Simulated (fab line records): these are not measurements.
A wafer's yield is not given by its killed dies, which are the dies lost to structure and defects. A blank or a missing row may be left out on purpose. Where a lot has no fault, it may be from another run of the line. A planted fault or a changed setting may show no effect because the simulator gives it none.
Matching of chambers ; flow nand-harc ; 3 sister chambers for NHARC_A_STAIRCASE_DEP_325 on pecvd-03
The step deposits SiO2, target thk 7200 nm. 6 wafers are shown with their chamber, then 6 later ones without.

WAFERS PAIRED WITH THEIR CHAMBERS
wafer;chamber;heater-power-w (W);rf-fwd-power-W (W)
L535.5;0;625;498.7
L548.1;2;620;500.7
L548.3;0;723;497.8
L549.1;2;637;500.4
L549.2;1;668;496.5
L549.6;1;549;497.9

WAFERS WITH NO CHAMBER GIVEN
wafer;heater-power-w (W);rf-fwd-power-W (W)
L554.1;764;500.5
L554.3;722;499.3
L554.6;561;497.2
L556.1;723;497.5
L556.2;697;499.6
L556.3;729;501.7

WHICH CHAMBER EACH WENT THROUGH
wafer;from the rows above;in truth
L554.1;can't be placed: 2 or 0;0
L554.3;can't be placed: 0 or 2 or 1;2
L554.6;can't be placed: 1 or 0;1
L556.1;can't be placed: 0 or 1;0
L556.2;can't be placed: 2 or 0 or 1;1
L556.3;2;2
Correctly placed: 1 of 6. These rows do not allow placing 5 (true chamber among the candidates in 5). Placed wrongly: 0.
How it was worked out, from the rows above alone: a wafer's distance from a chamber is the root of the sum, over the readings, of the square of ((its reading less the chamber's mean) divided by the reading's scatter). If the next closest chamber is less than 2 further off than the closest, the wafer can't be placed; otherwise it belongs to the closest. The mean given for a chamber averages the wafers shown for that chamber. The scatter is the square root of a quotient: the sum, over the shown wafers, of each reading's squared deviation from its chamber's mean, divided by wafers minus chambers.
